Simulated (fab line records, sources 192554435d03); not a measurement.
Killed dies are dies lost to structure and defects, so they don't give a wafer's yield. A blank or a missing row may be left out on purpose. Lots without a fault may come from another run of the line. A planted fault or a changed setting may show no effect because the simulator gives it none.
Split-lot experiment | flow n5_finfet | 7 lots, 21 wafers read, on a route of 1938 steps

THE SPLIT
At N5_BEOL_M3_EXPOSE_25 (exposes mask V2, defocus 5 nm), the setting dose_mj was moved away from the recipe's 63 on 7 of the 21 wafers read, by -7.5% to +6.8%. The other wafers ran this setting at the recipe's value.

FROM THE SPLIT TO THE READING: what the file shows between them, 2 steps
- N5_BEOL_M3_PEB_26: peb time 60 s
- N5_BEOL_M3_DEVELOP_27: develop time 30 s

THE READING
cd_nm, in nm, at N5_BEOL_M3_CD_MEAS_28 (target cd 25.7 nm, target cd y 23.3 nm). Fault-free wafers of this fab line usually give 25.63 nm, standard deviation 0.22 nm.

wafer  | tool, chamber at the split | dose_mj as run | against the recipe | cd_nm, nm | against lot-mates on the recipe
L074.1 | euv_scanner-01, 0          | 61.26          | -2.8%              | 25.35     | -0.38
L074.2 | euv_scanner-01, 0          | 63             | recipe             | 25.76     | -
L074.4 | euv_scanner-01, 0          | 63             | recipe             | 25.69     | -
L077.1 | euv_scanner-01, 0          | 63             | recipe             | 25.63     | -
L077.5 | euv_scanner-01, 0          | 63             | recipe             | 25.79     | -
L077.6 | euv_scanner-01, 0          | 66.79          | +6.0%              | 26.46     | +0.75
L079.1 | euv_scanner-02, 0          | 58.3           | -7.5%              | 24.54     | -0.86
L079.2 | euv_scanner-02, 0          | 58.3           | -7.5%              | 24.49     | -0.91
L079.3 | euv_scanner-02, 0          | 63             | recipe             | 25.40     | -
L080.1 | euv_scanner-01, 0          | 63             | recipe             | 25.42     | -
L080.4 | euv_scanner-01, 0          | 63             | recipe             | 25.48     | -
L080.6 | euv_scanner-01, 0          | 63             | recipe             | 25.20     | -
L084.2 | euv_scanner-02, 0          | 63             | recipe             | 25.48     | -
L084.3 | euv_scanner-02, 0          | 67.28          | +6.8%              | 26.69     | +1.16
L084.6 | euv_scanner-02, 0          | 63             | recipe             | 25.58     | -
L090.2 | euv_scanner-02, 0          | 63             | recipe             | 25.43     | -
L090.4 | euv_scanner-02, 0          | 64.7           | +2.7%              | 26.38     | +0.95
L090.5 | euv_scanner-02, 0          | 64.7           | +2.7%              | 26.46     | +1.03
L092.1 | euv_scanner-02, 0          | 63             | recipe             | 25.76     | -
L092.2 | euv_scanner-02, 0          | 63             | recipe             | 25.73     | -
L092.3 | euv_scanner-02, 0          | 63             | recipe             | 25.53     | -

THE FIT
A straight line over all 21 wafers: cd_nm changes by +0.157 nm for each +1% of dose_mj; r = +0.93; the points scatter about the line by 0.2 nm.
The same after taking each lot's own level away (the mean of its wafers on the recipe; 21 wafers): +0.148 nm for each +1%; r = +0.92; scatter 0.21 nm.
On that fit, the largest move of dose_mj shifts the reading by 1.1 nm.
The lots' own levels span 25.367 to 25.725 nm, that is 1.6 times the standard deviation above.
So the lot-to-lot level changes the slope little: the two slopes agree.
Check: with one of the wafers moved furthest among these (-7.5%) left out of the fit, the line predicts -1.1 nm for it against its lot-mates. It came out at -0.86 nm against them.

OTHER SPLITS ON THESE WAFERS
These wafers also went through other splits before the reading. Each is held against what the fit with the lots' levels taken away leaves over:
other split on the same wafers            | wafers away from the commonest value | r with cd_nm (lot level and that fit taken away)
N5_BEOL_M0_TRENCH_ETCH_107 target_depth_a | 9                                    | -0.12
N5_BEOL_M0_ETCH_109 bias_w                | 7                                    | +0.36
N5_BEOL_M1_ALD_98 ald_cycles              | 4                                    | +0.07
N5_BEOL_M1_TRENCH_ETCH_37 bias_w          | 6                                    | +0.07
N5_BEOL_M2_DESCUM_16 time_s               | 10                                   | -0.14
N5_BEOL_M2_TRENCH_ETCH_37 time_s          | 4                                    | -0.11
N5_BEOL_M2_SURFACE_TREAT_85 time_s        | as run: not given for these wafers   | -

THE FILE'S OWN FIT
cd_nm changes by +0.149 nm for each +1% of dose_mj, r = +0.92.
